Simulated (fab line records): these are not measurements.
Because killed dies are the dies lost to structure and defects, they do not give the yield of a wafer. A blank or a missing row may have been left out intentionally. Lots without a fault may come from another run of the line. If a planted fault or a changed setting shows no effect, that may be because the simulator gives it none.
What tool caused it?	flow n5_finfet	72 wafers from 24 lots sampled at 6 of the route's 1938 steps

== WHAT THE GAUGES READ, wafer by wafer ==
The record holds no reading of a measuring or inspecting step that can be judged against a usual standard deviation.

== TOOL THAT RAN EACH LOT (tool first, then ch and the chambers of the sampled wafers, then the start) ==
lot	N5_MOL_CONTACT_COAG_STRIP_49	N5_MOL_CONTACT_COAG_CMP_52	N5_BEOL_M0_SAQP_HM_DEP_02	N5_BEOL_M0_SAQP_ETCH_83	N5_BEOL_M0_SAQP_ETCH_102	N5_BEOL_M0_SAQP_RECESS_109
L074	plasma_asher-02 ch 0,1, day 5 03:29	cmp-01 ch 0,2,3, day 5 04:07	pvd_sputter-01, day 5 09:09	rie_diel-05 ch 0,1,2, day 5 10:04	rie_si-02 ch 0,1,3, day 5 12:20	vapor_etch-01 ch 0,1, day 5 14:24
L075	plasma_asher-01 ch 0,1, day 5 10:48	cmp-03 ch 0,3, day 5 11:27	pvd_sputter-03, day 5 16:11	rie_diel-06 ch 1,2,3, day 5 17:08	rie_si-05 ch 1,2,3, day 5 19:03	vapor_etch-01 ch 0,1, day 5 19:46
L076	plasma_asher-02 ch 0,1, day 5 14:52	cmp-04 ch 0,1,3, day 5 15:49	pvd_sputter-01, day 5 21:16	rie_diel-05 ch 1,2, day 5 22:15	rie_si-04 ch 1,2,3, day 6 00:05	vapor_etch-02 ch 0,1, day 6 00:56
L077	plasma_asher-02 ch 0,1, day 5 19:18	cmp-01 ch 0,1, day 5 20:14	pvd_sputter-01, day 6 01:23	rie_diel-06 ch 1,2,3, day 6 02:20	rie_si-04 ch 2,3, day 6 04:17	vapor_etch-02 ch 0,1, day 6 05:01
L078	plasma_asher-02 ch 0,1, day 6 03:54	cmp-04 ch 1,2, day 6 04:29	pvd_sputter-01, day 6 09:01	rie_diel-05 ch 1,3, day 6 09:56	rie_si-04 ch 0,1,3, day 6 11:58	vapor_etch-02 ch 0,1, day 6 12:50
L079	plasma_asher-01 ch 0,1, day 6 07:28	cmp-03 ch 1,2,3, day 6 08:04	pvd_sputter-02, day 6 11:53	rie_diel-06 ch 0,2,3, day 6 12:56	rie_si-04 ch 0,1,2, day 6 14:36	vapor_etch-02 ch 0,1, day 6 15:20
L080	plasma_asher-01 ch 0,1, day 6 17:44	cmp-01 ch 0,3, day 6 18:20	pvd_sputter-03, day 6 22:05	rie_diel-05 ch 0,3, day 6 22:54	rie_si-05 ch 1,3, day 7 00:34	vapor_etch-02 ch 0, day 7 01:17
L081	plasma_asher-02 ch 0,1, day 7 01:03	cmp-01 ch 0,2,3, day 7 01:39	pvd_sputter-03, day 7 07:52	rie_diel-06 ch 1,2, day 7 09:18	rie_si-05 ch 1,3, day 7 11:19	vapor_etch-01 ch 1, day 7 12:10
L082	plasma_asher-02 ch 0,1, day 7 01:33	cmp-03 ch 0,1, day 7 02:10	pvd_sputter-03, day 7 08:57	rie_diel-06 ch 1,2, day 7 10:03	rie_si-04 ch 0,1,3, day 7 12:41	vapor_etch-01 ch 0,1, day 7 13:25
L083	plasma_asher-01 ch 0,1, day 7 07:49	cmp-04 ch 1,2,3, day 7 08:53	pvd_sputter-02, day 7 12:34	rie_diel-06 ch 2,3, day 7 13:25	rie_si-05 ch 1,2,3, day 7 15:06	vapor_etch-01 ch 0,1, day 7 15:50
L084	plasma_asher-01 ch 1, day 7 19:01	cmp-01 ch 0,3, day 7 19:38	pvd_sputter-03, day 8 00:26	rie_diel-05 ch 0,1, day 8 01:25	rie_si-02 ch 1,2, day 8 03:05	vapor_etch-02 ch 0,1, day 8 03:48
L085	plasma_asher-01 ch 0,1, day 8 01:43	cmp-04 ch 0,1,2, day 8 02:20	pvd_sputter-01, day 8 06:37	rie_diel-06 ch 0,1,2, day 8 07:25	rie_si-05 ch 0,3, day 8 09:27	vapor_etch-02 ch 0,1, day 8 10:17
L086	plasma_asher-01 ch 0,1, day 8 02:24	cmp-04 ch 2,3, day 8 03:20	pvd_sputter-03, day 8 09:37	rie_diel-05 ch 0,2,3, day 8 10:41	rie_si-02 ch 1,2, day 8 13:04	vapor_etch-02 ch 0,1, day 8 13:47
L087	plasma_asher-02 ch 0,1, day 8 12:09	cmp-03 ch 0,3, day 8 12:46	pvd_sputter-01, day 8 17:52	rie_diel-02 ch 1,3, day 8 18:55	rie_si-02 ch 0,1,3, day 8 20:43	vapor_etch-01 ch 0,1, day 8 21:29
L088	plasma_asher-01 ch 0,1, day 8 21:26	cmp-01 ch 2,3, day 8 22:04	pvd_sputter-03, day 9 02:14	rie_diel-05 ch 1,3, day 9 03:11	rie_si-04 ch 0,2,3, day 9 04:58	vapor_etch-01 ch 0,1, day 9 05:53
L089	plasma_asher-02 ch 0,1, day 9 00:39	cmp-01 ch 0,1,2, day 9 01:16	pvd_sputter-03, day 9 05:01	rie_diel-02 ch 0,1,3, day 9 05:58	rie_si-05 ch 0,1,2, day 9 08:01	vapor_etch-02 ch 0,1, day 9 08:44
L090	plasma_asher-02 ch 0,1, day 9 07:05	cmp-01 ch 0,2,3, day 9 07:43	pvd_sputter-02, day 9 15:03	rie_diel-02 ch 0,1,2, day 9 16:05	rie_si-02 ch 0,1,3, day 9 17:56	vapor_etch-02 ch 0,1, day 9 18:46
L092	plasma_asher-02 ch 0,1, day 9 15:59	cmp-04 ch 1,2,3, day 9 16:35	pvd_sputter-01, day 9 22:41	rie_diel-05 ch 0,1,3, day 9 23:36	rie_si-02 ch 1,2,3, day 10 01:20	vapor_etch-02 ch 0,1, day 10 02:09
L091	plasma_asher-02 ch 1, day 9 21:51	cmp-04 ch 0,2,3, day 9 22:32	pvd_sputter-02, day 10 03:22	rie_diel-06 ch 0,1, day 10 04:12	rie_si-05 ch 2,3, day 10 07:29	vapor_etch-02 ch 0,1, day 10 08:14
L093	plasma_asher-01 ch 0,1, day 10 00:23	cmp-03 ch 2,3, day 10 00:58	pvd_sputter-03, day 10 07:40	rie_diel-05 ch 0,2, day 10 08:31	rie_si-05 ch 0,2, day 10 10:14	vapor_etch-02 ch 0,1, day 10 11:00
L094	plasma_asher-02 ch 0,1, day 10 04:29	cmp-03 ch 0,1, day 10 05:05	pvd_sputter-01, day 10 09:45	rie_diel-05 ch 0,1,2, day 10 10:46	rie_si-05 ch 1,2, day 10 14:26	vapor_etch-02 ch 0,1, day 10 15:29
L095	plasma_asher-02 ch 0, day 10 08:29	cmp-03 ch 1,2, day 10 09:05	pvd_sputter-01, day 10 13:08	rie_diel-05 ch 0,2,3, day 10 14:11	rie_si-02 ch 0,1,2, day 10 16:12	vapor_etch-02 ch 0,1, day 10 17:24
L096	plasma_asher-01 ch 0,1, day 10 15:17	cmp-01 ch 0,1,2, day 10 15:59	pvd_sputter-03, day 10 20:02	rie_diel-02 ch 2,3, day 10 21:00	rie_si-02 ch 0,1, day 10 23:11	vapor_etch-01 ch 0,1, day 10 23:59
L097	plasma_asher-01 ch 0,1, day 11 04:36	cmp-01 ch 0,2,3, day 11 05:16	pvd_sputter-03, day 11 09:55	rie_diel-06 ch 0,2,3, day 11 10:44	rie_si-04 ch 0,2, day 11 12:24	vapor_etch-01 ch 0,1, day 11 13:08
- N5_MOL_CONTACT_COAG_STRIP_49: strips in N2/H2, time 30 s.
- N5_MOL_CONTACT_COAG_CMP_52: polishes, stops on SiO2, t overpolish 1.5 s, target thk 66.5 nm.
- N5_BEOL_M0_SAQP_HM_DEP_02: deposits TiN, target thk 12 nm.
- N5_BEOL_M0_SAQP_ETCH_83: etches SiARC in CF4, target depth 39 nm, time 65 s.
- N5_BEOL_M0_SAQP_ETCH_102: etches SiO2 in CF4, target depth 4 nm, time 4.4 s.
- N5_BEOL_M0_SAQP_RECESS_109: chemistry HF/NH3, target SiO2, target depth 3 nm, afs cycles 1, sublimation time 60 s.

== AS READ BY THE TOOLS THEMSELVES (means over the sampled wafers that have a number; for cases with no such wafer, the mark the record gives instead) ==
N5_MOL_CONTACT_COAG_STRIP_49.
lot	tool	drypump_motor_current_A (A)	h2_flow_sccm (sccm)	heater_power_w (W)
L074	plasma_asher-02	5.2	3252	328
L075	plasma_asher-01	5.3	3251	337
L076	plasma_asher-02	5.5	3243	312
L077	plasma_asher-02	5.5	3244	311
L078	plasma_asher-02	5.2	3249	332
L079	plasma_asher-01	5.3	3250	337
L080	plasma_asher-01	5.7	3254	352
L081	plasma_asher-02	5.5	3241	315
L082	plasma_asher-02	5.3	3253	333
L083	plasma_asher-01	5.7	3248	347
L084	plasma_asher-01	6.0	3262	362
L085	plasma_asher-01	5.3	3249	332
L086	plasma_asher-01	5.3	3264	338
L087	plasma_asher-02	5.2	3256	329
L088	plasma_asher-01	5.3	3259	338
L089	plasma_asher-02	5.2	3248	334
L090	plasma_asher-02	5.2	3232	335
L092	plasma_asher-02	5.5	3250	319
L091	plasma_asher-02	5.0	3254	348
L093	plasma_asher-01	5.3	3252	339
L094	plasma_asher-02	5.2	3242	338
L095	plasma_asher-02	5.7	3240	302
L096	plasma_asher-01	5.7	3257	352
L097	plasma_asher-01	5.6	3251	351

N5_MOL_CONTACT_COAG_CMP_52.
lot	tool	motor_current_A (A)	overpolish_run_s (s)	retaining_ring_pressure_frac	time_to_endpoint_s (s)
L074	cmp-01	11.7	1.502	1.001	14.7
L075	cmp-03	12.6	1.487	1.006	14.9
L076	cmp-04	11.4	1.504	0.997	12.5
L077	cmp-01	11.7	1.511	1.001	13.3
L078	cmp-04	12.8	1.493	0.999	12.2
L079	cmp-03	13.4	1.497	0.997	13.6
L080	cmp-01	12.2	1.505	0.999	13.5
L081	cmp-01	12.0	1.501	1.004	17.3
L082	cmp-03	11.2	1.505	1.002	13.7
L083	cmp-04	12.3	1.498	1.004	10.2
L084	cmp-01	12.0	1.499	1.003	17.6
L085	cmp-04	11.9	1.504	0.998	13.4
L086	cmp-04	12.9	1.498	0.997	12.4
L087	cmp-03	14.3	1.491	1.001	10.5
L088	cmp-01	11.4	1.500	0.997	15.2
L089	cmp-01	11.8	1.496	1.004	13.8
L090	cmp-01	11.8	1.502	1.004	14.6
L092	cmp-04	12.1	1.506	1.003	12.2
L091	cmp-04	12.3	1.499	1.002	13.4
L093	cmp-03	14.9	1.498	1.001	12.1
L094	cmp-03	11.5	1.512	1.002	12.2
L095	cmp-03	12.1	1.497	0.995	10.8
L096	cmp-01	11.8	1.500	1.000	14.9
L097	cmp-01	11.8	1.502	1.002	14.0

N5_BEOL_M0_SAQP_HM_DEP_02.
lot	tool	throttle_valve_pct (%)
L074	pvd_sputter-01	29.7
L075	pvd_sputter-03	30.5
L076	pvd_sputter-01	30.6
L077	pvd_sputter-01	30.4
L078	pvd_sputter-01	30.4
L079	pvd_sputter-02	29.5
L080	pvd_sputter-03	29.5
L081	pvd_sputter-03	30.7
L082	pvd_sputter-03	30.1
L083	pvd_sputter-02	30.4
L084	pvd_sputter-03	30.4
L085	pvd_sputter-01	30.3
L086	pvd_sputter-03	29.3
L087	pvd_sputter-01	29.8
L088	pvd_sputter-03	30.8
L089	pvd_sputter-03	29.7
L090	pvd_sputter-02	29.9
L092	pvd_sputter-01	30.4
L091	pvd_sputter-02	29.0
L093	pvd_sputter-03	31.1
L094	pvd_sputter-01	31.2
L095	pvd_sputter-01	30.6
L096	pvd_sputter-03	29.7
L097	pvd_sputter-03	29.4

N5_BEOL_M0_SAQP_ETCH_83.
lot	tool	drypump_motor_current_A (A)	etch_rf_on_time_s (s)	oes_product_au (a.u.)	rf_vpp_V (V)	showerhead_plenum_p_Torr (Torr)	throttle_valve_pct (%)
L074	rie_diel-05	5.8	64.8	0.69	184.3	2.16	15.52
L075	rie_diel-06	5.7	65.7	0.63	182.4	2.03	15.85
L076	rie_diel-05	5.7	64.1	0.68	185.2	2.18	15.45
L077	rie_diel-06	5.7	65.1	0.63	183.3	2.03	15.86
L078	rie_diel-05	5.3	63.4	0.82	184.2	2.11	15.44
L079	rie_diel-06	5.7	66.5	0.64	183.5	2.11	15.73
L080	rie_diel-05	6.0	63.8	0.70	184.6	2.14	15.52
L081	rie_diel-06	5.9	65.7	0.64	182.6	2.04	15.95
L082	rie_diel-06	5.9	64.7	0.65	182.2	2.01	15.99
L083	rie_diel-06	5.5	67.1	0.59	183.5	2.04	15.76
L084	rie_diel-05	5.9	63.5	0.67	183.9	2.13	15.59
L085	rie_diel-06	5.8	65.9	0.66	183.8	2.10	15.87
L086	rie_diel-05	5.9	64.6	0.68	184.2	2.16	15.50
L087	rie_diel-02	5.8	65.5	0.65	184.2	2.18	15.80
L088	rie_diel-05	5.3	63.7	0.77	183.4	2.10	15.48
L089	rie_diel-02	5.7	65.3	0.63	184.7	2.19	15.79
L090	rie_diel-02	5.7	64.7	0.65	184.0	2.16	15.72
L092	rie_diel-05	5.6	64.0	0.71	184.1	2.12	15.54
L091	rie_diel-06	5.8	65.1	0.67	183.8	2.16	15.78
L093	rie_diel-05	6.1	63.8	0.62	183.9	2.16	15.62
L094	rie_diel-05	5.8	64.9	0.65	184.9	2.15	15.57
L095	rie_diel-05	5.9	64.8	0.66	183.8	2.15	15.53
L096	rie_diel-02	5.5	65.2	0.65	183.0	2.08	15.60
L097	rie_diel-06	5.6	65.0	0.69	183.4	2.19	15.63

N5_BEOL_M0_SAQP_ETCH_102.
lot	tool	drypump_motor_current_A (A)	oes_product_au (a.u.)	throttle_valve_pct (%)
L074	rie_si-02	5.8	0.980	21.63
L075	rie_si-05	5.5	0.997	21.38
L076	rie_si-04	5.9	1.004	21.68
L077	rie_si-04	5.9	1.013	21.79
L078	rie_si-04	5.8	0.995	21.85
L079	rie_si-04	6.0	0.995	21.81
L080	rie_si-05	6.0	0.998	21.40
L081	rie_si-05	5.9	1.000	21.37
L082	rie_si-04	5.8	0.999	21.84
L083	rie_si-05	5.6	0.997	21.39
L084	rie_si-02	6.1	0.985	21.77
L085	rie_si-05	6.1	1.000	21.49
L086	rie_si-02	6.1	0.984	21.77
L087	rie_si-02	5.8	0.986	21.62
L088	rie_si-04	5.8	1.004	21.96
L089	rie_si-05	5.5	0.999	21.45
L090	rie_si-02	5.8	0.978	21.63
L092	rie_si-02	6.2	0.993	21.66
L091	rie_si-05	5.2	0.994	21.41
L093	rie_si-05	5.6	1.007	21.54
L094	rie_si-05	5.5	0.990	21.35
L095	rie_si-02	5.7	0.982	21.75
L096	rie_si-02	5.3	0.968	21.71
L097	rie_si-04	5.9	1.003	22.07

N5_BEOL_M0_SAQP_RECESS_109.
lot	tool	drypump_motor_current_A (A)
L074	vapor_etch-01	5.4
L075	vapor_etch-01	5.3
L076	vapor_etch-02	5.5
L077	vapor_etch-02	5.3
L078	vapor_etch-02	5.6
L079	vapor_etch-02	5.3
L080	vapor_etch-02	5.8
L081	vapor_etch-01	5.4
L082	vapor_etch-01	5.3
L083	vapor_etch-01	5.3
L084	vapor_etch-02	5.3
L085	vapor_etch-02	5.6
L086	vapor_etch-02	5.3
L087	vapor_etch-01	5.4
L088	vapor_etch-01	5.3
L089	vapor_etch-02	5.6
L090	vapor_etch-02	5.6
L092	vapor_etch-02	5.6
L091	vapor_etch-02	5.3
L093	vapor_etch-02	5.3
L094	vapor_etch-02	5.3
L095	vapor_etch-02	5.6
L096	vapor_etch-01	5.3
L097	vapor_etch-01	5.3

== THE ANSWER, worked out from the rows above alone ==
Rule: the lots themselves supply what counts as usual. The widest of any qualifying gaps counts: lots, ordered by their means at a reading, are off when they make up no more than a third of the lots, leave a main group of 4 or more, and stand apart from it by 3 or more times the standard deviation of that group's means. A main group whose means are all the same, to the digits that the tables above print for the reading, isn't used. Also off: a lot with no number at a reading for which 4 or more lots have one. The other lots that the step has rows for count as sound. First the gauges in route order, then the tools' own readings, where a lot's mean is used as printed above. The first step at which some lot is off is used, and at that step the reading that is off furthest; a lot without a number counts as furthest.
Across all readings shown, no lot is off: no conclusion can be drawn from this.

== WHAT THE SIMULATOR PUT IN ==
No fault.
